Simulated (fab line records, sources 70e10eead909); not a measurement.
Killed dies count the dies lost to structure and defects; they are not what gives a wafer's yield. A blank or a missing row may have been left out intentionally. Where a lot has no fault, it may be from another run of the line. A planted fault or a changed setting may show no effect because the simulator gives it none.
fab line records	flow nand_harc
record lots=12	wafers=36	last_day=33
route steps=1302 shown A_STAIRCASE@869 A_SGD_CUT@898
lots that met no fault: taken from a fault-free run of the same line
start_h: hours from the record's first day to the start of the lot's first wafer shown	wait_h: time in hours since the lot's previous step	" as in the row above	L1.1+2: one row covering several wafers at once	- either no value or no given start	* or withheld: withheld	< > ~ a bound
route shown NAME@n: a module of which the file shows steps, and the number in the route of the first	usual: average and standard deviation across the fault-free wafers	same: alike in all rows	chamber/n: place in a boat	sites: each site's reading	_std_site: standard deviation across them	_edge_site: mean of outer sites minus mean of inner sites	radius_mm: for every site, how far away it sits from the centre of the wafer	mask NAME#n: copy n	behind: the tool/chamber that last shaped the wafer	hold: the reason the lot was held/the length of the hold in hours/how it ended	device: transistor that didn't switch, given as n, p or np	end of line: at the end of the route, the tests of the same wafers	a step with no rows: only its recipe	killed: dies that structure and defects cost at the first sort, which is not the same as the wafer's yield	map: shows each die of a wafer: x if killed, . if not, _ if none is there
set.NAME: the setting as run; set.NAME@STEP: as run at that earlier step	model.NAME: the simulator's own value behind a step, which no gauge read
route steps across a sampled set of lots; one table per step, one row per wafer
services: from which hour (start_h, from the record's first day; less than 0 if before it) a tool's chamber was out of use, for how many hours, and why
## steps
# step NHARC_A_STAIRCASE_DESCUM_443
# recipe time_s=3	o2_flow_sccm=200	ar_flow_sccm=0	bias_power_w=0	chemistry=O2
# usual drypump_motor_current_A=5.6/0.42	oes_product_au=0.998/0.012	rf_vpp_V=58.0/0.94	showerhead_plenum_p_Torr=1.95/0.081	throttle_valve_pct=11.311/0.0093
lot.wafer	tool	chamber	start_h	wait_h	drypump_motor_current_A	oes_product_au	rf_hours_counter_h	rf_vpp_V	showerhead_plenum_p_Torr	throttle_valve_pct
L920.1	rie_diel-13	0	450.15	-	5.5	0.999	35	59.2	1.96	11.320
L920.5	"	2	"	"	6.0	0.999	-	57.0	1.89	11.305
L920.6	"	3	"	"	5.2	1.005	-	60.0	1.94	11.322
L923.4	rie_diel-02	2	480.09	-	5.3	0.991	29	57.4	1.87	11.324
L923.1	"	0	"	"	6.4	1.002	26	58.7	1.98	11.306
L923.6	"	2	"	"	5.3	0.983	-	56.7	1.87	11.316
L924.2	rie_diel-13	2	508.26	-	6.0	1.000	53	57.7	1.89	11.314
L924.1	"	1	"	"	6.1	0.996	57	59.1	2.06	11.304
L924.5	"	2	"	"	6.1	0.997	-	58.9	1.89	11.320
L929.4	rie_diel-13	2	529.99	-	6.0	1.006	1	55.8	1.89	11.306
L929.3	"	0	"	"	5.5	1.010	1	59.4	1.96	11.315
L929.5	"	1	"	"	6.0	0.994	-	58.7	2.06	11.323
L928.1	rie_diel-02	1	530.14	-	5.7	0.977	51	58.3	2.06	11.309
L928.2	"	2	"	"	5.3	0.991	48	59.1	1.87	11.321
L928.6	"	1	"	"	5.7	0.979	-	58.4	2.06	11.313
L931.1	rie_diel-13	2	549.00	-	6.0	1.009	9	57.0	1.88	11.314
L931.5	"	2	"	"	6.0	1.009	-	58.7	1.88	11.311
L931.6	"	3	"	"	5.2	1.010	-	57.8	1.93	11.320
L933.2	rie_diel-04	1	566.89	-	6.0	1.015	9	57.4	2.07	11.315
L933.6	"	3	"	"	5.6	1.002	-	59.0	2.04	11.316
L933.5	"	0	"	"	5.3	1.001	-	59.1	1.97	11.311
L935.3	rie_diel-13	3	596.68	-	5.2	0.999	28	58.3	1.92	11.320
L935.1	"	0	"	"	5.5	1.011	21	56.8	1.95	11.291
L935.4	"	1	"	"	6.1	0.990	21	57.4	2.05	11.297
L936.3	rie_diel-02	0	616.92	-	6.4	1.004	12	56.8	1.97	11.293
L936.2	"	1	"	"	5.7	0.991	11	58.8	2.05	11.316
L936.4	"	1	"	"	5.7	0.994	-	58.2	2.05	11.306
L937.2	rie_diel-13	2	616.99	-	6.0	0.999	35	58.8	1.88	11.305
L937.4	"	1	"	"	6.1	0.988	26	59.0	2.05	11.307
L937.6	"	3	"	"	5.2	1.010	-	58.8	1.92	11.307
L939.2	rie_diel-02	3	644.40	-	5.1	0.998	22	56.1	1.88	11.322
L939.5	"	3	"	"	5.1	0.993	-	58.7	1.88	11.312
L939.6	"	1	"	"	5.7	0.990	-	57.6	2.04	11.322
L940.3	rie_diel-13	0	644.56	-	5.5	1.004	38	58.4	1.94	11.308
L940.1	"	2	"	"	6.1	1.019	45	59.4	1.87	11.305
L940.6	"	1	"	"	6.1	0.988	-	57.4	2.04	11.306
# step NHARC_A_STAIRCASE_CMP_472
# recipe material=SiO2
# usual motor_current_A=11.5/0.74	slurry_filter_dp_kPa=13.52/0.14
lot.wafer	tool	chamber	start_h	wait_h	motor_current_A	slurry_filter_dp_kPa
L920.1	cmp-04	3	457.53	0.4	11.8	13.71
L920.5	"	0	"	"	11.2	13.33
L920.6	"	1	"	"	12.3	13.51
L923.4	cmp-03	0	488.16	0.3	10.9	13.55
L923.1	"	1	"	"	10.3	13.36
L923.6	"	3	"	"	10.9	13.49
L924.2	cmp-04	3	515.04	0.3	10.9	13.37
L924.1	"	0	"	"	11.3	13.58
L924.5	"	2	"	"	11.0	13.34
L929.3	cmp-04	1	536.75	0.2	12.5	13.29
L929.4	"	2	"	"	10.4	13.60
L929.5	"	2	"	"	11.0	13.60
L928.1	cmp-04	0	540.40	0.3	11.6	13.66
L928.2	"	1	"	"	11.7	13.48
L928.6	"	2	"	"	11.2	13.49
L931.1	cmp-04	0	558.70	0.3	11.5	13.70
L931.6	"	3	"	"	11.9	13.68
L931.5	"	0	"	"	11.7	13.59
L933.2	cmp-04	0	573.71	0.2	11.9	13.60
L933.5	"	3	"	"	11.2	13.51
L933.6	"	0	"	"	11.9	13.38
L935.1	cmp-03	2	603.51	0.2	11.4	13.49
L935.3	"	0	"	"	11.3	13.65
L935.4	"	1	"	"	10.2	13.51
L937.2	cmp-02	0	623.74	0.2	12.8	13.64
L937.4	"	3	"	"	10.2	13.58
L937.6	"	1	"	"	11.7	13.59
L936.3	cmp-04	0	624.67	0.2	11.9	13.33
L936.2	"	1	"	"	12.1	13.45
L936.4	"	3	"	"	11.3	13.61
L940.1	cmp-02	2	651.26	0.2	10.8	13.44
L940.3	"	0	"	"	13.2	13.61
L940.6	"	2	"	"	11.8	13.62
L939.2	cmp-04	2	652.08	0.3	11.0	13.58
L939.5	"	0	"	"	11.4	13.51
L939.6	"	1	"	"	12.3	13.50
# step NHARC_A_SGD_CUT_EXPOSE_06
# recipe na=1.35	dose_mj=85.59	mask_id=SGD
# same na=1.35
lot.wafer	tool	chamber	start_h	wait_h	mask
L920.1+5+6	arfi_scanner-02	0	458.45	-	SGD#0
L923.1+4+6	arfi_scanner-02	0	488.98	-	SGD#0
L924.1+2+5	arfi_scanner-01	0	516.10	-	SGD#0
L929.3+4+5	arfi_scanner-02	0	537.76	-	SGD#0
L928.1+2+6	arfi_scanner-02	0	541.21	-	SGD#0
L931.1+5+6	arfi_scanner-02	0	559.67	-	SGD#0
L933.2+5+6	arfi_scanner-03	0	574.68	-	SGD#0
L935.1+3+4	arfi_scanner-03	0	604.39	-	SGD#0
L937.2+4+6	arfi_scanner-03	0	624.61	-	SGD#0
L936.2+3+4	arfi_scanner-03	0	625.67	-	SGD#0
L940.1+3+6	arfi_scanner-03	0	652.25	-	SGD#0
L939.2+5+6	arfi_scanner-03	0	652.91	-	SGD#0
# step NHARC_A_SGD_CUT_OVL_MEAS_10
# usual overlay_x_nm=-0.1/0.8	overlay_y_nm=0.0/0.85
lot.wafer	tool	chamber	start_h	wait_h	overlay_x_nm	overlay_y_nm
L920.1	overlay-01	-	458.68	-	0.9	-1.3
L920.5	"	-	"	"	1.0	-0.8
L920.6	"	-	"	"	0.8	-1.1
L923.1	overlay-02	-	489.20	-	-0.8	1.3
L923.4	"	-	"	"	0.0	1.1
L923.6	"	-	"	"	-0.4	1.1
L924.1	overlay-02	-	516.33	-	0.4	0.4
L924.2	"	-	"	"	0.7	0.1
L924.5	"	-	"	"	0.7	0.5
L929.3	overlay-01	-	537.98	-	4.5	-0.8
L929.4	"	-	"	"	4.5	0.1
L929.5	"	-	"	"	4.6	-0.4
L928.1	overlay-01	-	541.44	-	5.6	1.0
L928.2	"	-	"	"	5.7	1.0
L928.6	"	-	"	"	5.4	0.9
L931.1	overlay-01	-	559.92	-	3.9	-0.3
L931.5	"	-	"	"	4.1	0.9
L931.6	"	-	"	"	4.3	-0.2
L933.2	overlay-02	-	574.90	-	0.1	-1.3
L933.5	"	-	"	"	-0.2	-0.5
L933.6	"	-	"	"	-0.1	-0.8
L935.1	overlay-02	-	604.62	-	0.0	-0.3
L935.3	"	-	"	"	0.5	-0.1
L935.4	"	-	"	"	0.0	-0.1
L937.2	overlay-02	-	624.84	-	-1.6	-0.6
L937.4	"	-	"	"	-2.2	-0.2
L937.6	"	-	"	"	-1.3	0.0
L936.2	overlay-02	-	625.89	-	0.2	0.6
L936.3	"	-	"	"	-0.1	-0.2
L936.4	"	-	"	"	-1.1	0.2
L940.1	overlay-02	-	652.48	-	-1.5	0.2
L940.3	"	-	"	"	-1.7	0.4
L940.6	"	-	"	"	-1.5	0.9
L939.2	overlay-01	-	653.13	-	0.4	0.8
L939.5	"	-	"	"	-0.2	0.4
L939.6	"	-	"	"	-0.3	0.5
# step NHARC_A_SGD_CUT_ETCH_58
# recipe target_depth_a=390	over_etch_frac=0.3	time_s=65	ion_energy_ev=80	cf4_flow_sccm=150	ar_flow_sccm=0	rf_w=300	bias_w=100	chemistry=CF4
# usual drypump_motor_current_A=5.92/0.27	oes_product_au=0.999/0.013	rf_vpp_V=151.4/1.1	showerhead_plenum_p_Torr=1.79/0.067	throttle_valve_pct=13.284/0.0093
lot.wafer	tool	chamber	start_h	wait_h	drypump_motor_current_A	oes_product_au	rf_hours_counter_h	rf_vpp_V	showerhead_plenum_p_Torr	throttle_valve_pct
L920.1	rie_diel-09	0	458.90	0.1	5.44	1.014	7	152.5	1.77	13.285
L920.5	"	1	"	"	5.81	1.001	-	151.6	1.84	13.283
L920.6	"	2	"	"	6.13	1.012	-	152.4	1.85	13.293
L923.4	rie_diel-09	0	489.39	0.1	5.43	1.000	9	151.4	1.77	13.289
L923.1	"	1	"	"	5.82	0.988	9	151.5	1.84	13.274
L923.6	"	3	"	"	6.07	0.999	-	152.3	1.89	13.282
L924.1	rie_diel-03	2	516.51	0.1	6.17	1.006	2	151.4	1.77	13.295
L924.2	"	0	"	"	5.47	1.016	1	152.5	1.83	13.290
L924.5	"	2	"	"	6.17	0.999	-	151.3	1.77	13.285
L929.3	rie_diel-09	3	538.16	0.1	6.09	1.005	2	153.4	1.89	13.293
L929.4	"	1	"	"	5.81	0.999	2	150.4	1.84	13.295
L929.5	"	3	"	"	6.07	1.006	-	153.6	1.89	13.286
L928.1	rie_diel-03	1	541.62	0.1	6.07	0.992	2	151.7	1.79	13.279
L928.2	"	3	"	"	5.74	1.001	2	150.5	1.77	13.278
L928.6	"	1	"	"	6.07	0.982	-	151.5	1.79	13.283
L931.1	rie_diel-06	2	560.10	0.1	5.80	1.003	7	152.6	1.83	13.269
L931.6	"	2	"	"	5.80	0.991	-	150.7	1.83	13.283
L931.5	"	3	"	"	6.05	1.006	-	149.6	1.65	13.285
L933.2	rie_diel-06	1	575.10	0.1	5.91	0.978	6	149.4	1.68	13.285
L933.6	"	1	"	"	5.91	0.979	-	150.3	1.68	13.294
L933.5	"	2	"	"	5.79	0.998	-	152.4	1.83	13.296
L935.3	rie_diel-09	1	604.82	0.1	5.80	0.984	7	152.9	1.83	13.264
L935.1	"	0	"	"	5.43	1.000	7	150.3	1.77	13.299
L935.4	"	0	"	"	5.43	0.999	-	151.2	1.77	13.282
L937.4	rie_diel-06	0	625.02	0.1	6.42	0.999	12	149.7	1.66	13.291
L937.2	"	2	"	"	5.79	0.997	11	151.7	1.83	13.292
L937.6	"	3	"	"	6.02	1.000	-	151.3	1.65	13.274
L936.3	rie_diel-03	0	626.07	0.1	5.46	1.019	4	152.1	1.83	13.293
L936.4	"	1	"	"	6.08	0.980	8	151.9	1.79	13.280
L936.2	"	2	"	"	6.19	1.004	9	151.5	1.77	13.275
L940.1	rie_diel-09	1	653.14	0.5	5.82	0.991	12	152.6	1.83	13.281
L940.3	"	1	"	"	5.82	0.994	-	152.1	1.83	13.294
L940.6	"	1	"	"	5.78	0.979	-	152.5	1.83	13.294
L939.2	rie_diel-06	0	653.35	0.1	6.28	0.990	15	150.4	1.66	13.289
L939.6	"	1	"	"	5.92	0.966	-	150.0	1.68	13.278
L939.5	"	2	"	"	5.79	1.005	-	149.3	1.83	13.284
## services
tool	chamber	start_h	hours	kind
arfi_scanner-03	-	446.36	0.7	repair
arfi_scanner-03	-	461.88	0.3	repair
arfi_scanner-03	-	464.74	0.6	repair
cmp-04	-	466.37	1.7	repair
rie_diel-09	3	470.31	3.8	repair
arfi_scanner-02	-	471.73	0.9	repair
arfi_scanner-03	-	472.85	4.0	pm
arfi_scanner-02	-	484.00	4.0	pm
rie_diel-09	0	486.16	1.8	repair
rie_diel-13	3	494.61	6.4	repair
rie_diel-09	-	497.12	9.0	pm
cmp-04	-	503.06	4.0	pm
arfi_scanner-03	-	506.33	1.7	repair
rie_diel-13	-	519.67	9.0	pm
rie_diel-13	1	543.97	16.4	repair
rie_diel-09	2	545.50	6.1	repair
cmp-04	-	552.14	1.0	repair
rie_diel-13	0	554.60	2.5	repair
arfi_scanner-02	-	556.79	0.8	repair
arfi_scanner-03	-	568.05	0.4	repair
cmp-04	-	594.15	0.4	repair
cmp-04	-	601.18	4.0	pm
cmp-04	-	631.13	0.6	repair
arfi_scanner-03	-	644.85	4.0	pm
## key
first_sign step=NHARC_A_SGD_CUT_OVL_MEAS_10	reading=overlay_x_nm	direction=up	sigmas=6.1	usual=-0.1	struck=4.7
effect none on later readings
met_at NHARC_A_SGD_CUT_EXPOSE_06
struck_lots L928,L929,L931
tester_left_out L928,L929,L931
not_acting_at NHARC_A_STAIRCASE_DESCUM_443,NHARC_A_STAIRCASE_CMP_472,NHARC_A_SGD_CUT_ETCH_58
onset_between 488.98 537.76
fault kind=scanner_matching_overlay	tool=arfi_scanner-02	chamber=-	onset_h=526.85	steps=NHARC_A_SGD_CUT_EXPOSE_06	offset=4.4821
# tester_left_out: of these lots the tester's yield and bins aren't shown, on N5 and GAA mostly nor the transistor test; their killed dies are dies lost to structure and defects alone, not to doping, threshold or leakage, so they don't give the yield
